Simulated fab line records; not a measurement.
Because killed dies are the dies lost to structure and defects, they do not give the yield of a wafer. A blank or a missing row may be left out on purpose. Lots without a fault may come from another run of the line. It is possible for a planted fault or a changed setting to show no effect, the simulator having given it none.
Matching of chambers -- flow nand harc -- 4 sister chambers for NHARC_P_ZERO_WELL_DESCUM_13 on rie diel-13
The step chemistry O2, time 3 s. 20 wafers are shown with their chamber, then 10 later ones without.

== WAFERS PAIRED WITH THEIR CHAMBERS ==
wafer,chamber,drypump motor current A (A),showerhead plenum p Torr (Torr),oes product au (a.u.)
L077.1,3,6.6,1.83,1.000
L077.4,1,5.5,1.81,0.996
L077.6,0,5.9,1.88,0.989
L079.2,1,5.5,1.80,1.009
L079.4,0,5.9,1.88,0.996
L079.6,2,5.9,1.96,1.013
L082.1,2,5.9,1.95,1.004
L082.4,3,6.6,1.82,1.009
L082.6,3,6.6,1.82,1.005
L083.2,1,5.5,1.80,1.002
L083.3,3,6.5,1.82,1.006
L083.4,2,5.9,1.95,1.003
L084.1,2,5.9,1.95,0.999
L084.3,3,6.6,1.82,0.985
L084.5,1,5.5,1.80,0.997
L090.1,1,5.5,1.79,0.992
L090.4,2,5.9,1.95,0.998
L090.5,0,5.9,1.87,0.992
L091.2,2,5.9,1.95,1.010
L091.3,1,5.5,1.79,1.002

SIGNATURES, as means of the wafers listed above
reading,chamber 0,chamber 1,chamber 2,chamber 3,scatter within a chamber
drypump motor current A,5.900,5.500,5.900,6.580,0.0224
showerhead plenum p Torr,1.8767,1.7983,1.9517,1.8220,0.00566
oes product au,0.99233,0.99967,1.00450,1.00100,0.00681
Rule: a wafer's distance from a chamber is the root of the sum, over the readings, of the square of ((its reading less the chamber's mean) divided by the reading's scatter). The wafer belongs to the nearest chamber; if the next one is less than 2 further off, it can't be placed. The scatter: take each reading less its chamber's mean, square it, sum over the shown wafers, divide by the number of wafers less the number of chambers, and take the root.

== WAFERS WITHOUT THEIR CHAMBER ==
wafer,drypump motor current A (A),showerhead plenum p Torr (Torr),oes product au (a.u.)
L091.4,6.6,1.81,1.006
L093.2,5.9,1.94,0.992
L093.3,5.5,1.79,1.008
L093.6,5.5,1.79,0.998
L096.1,5.9,1.94,0.998
L096.3,5.5,1.79,0.995
L096.6,5.5,1.79,1.002
L097.2,5.9,1.94,1.015
L097.4,5.5,1.78,0.994
L097.5,5.9,1.94,1.010

== THE CHAMBER EACH PASSED THROUGH ==
wafer,from the rows above,in truth
L091.4,3,3
L093.2,2,2
L093.3,1,1
L093.6,1,1
L096.1,2,2
L096.3,1,1
L096.6,1,1
L097.2,2,2
L097.4,1,1
L097.5,2,2
Correct placement for 10 of the 10. Left unplaced by these rows: 0. Placed wrongly: 0.
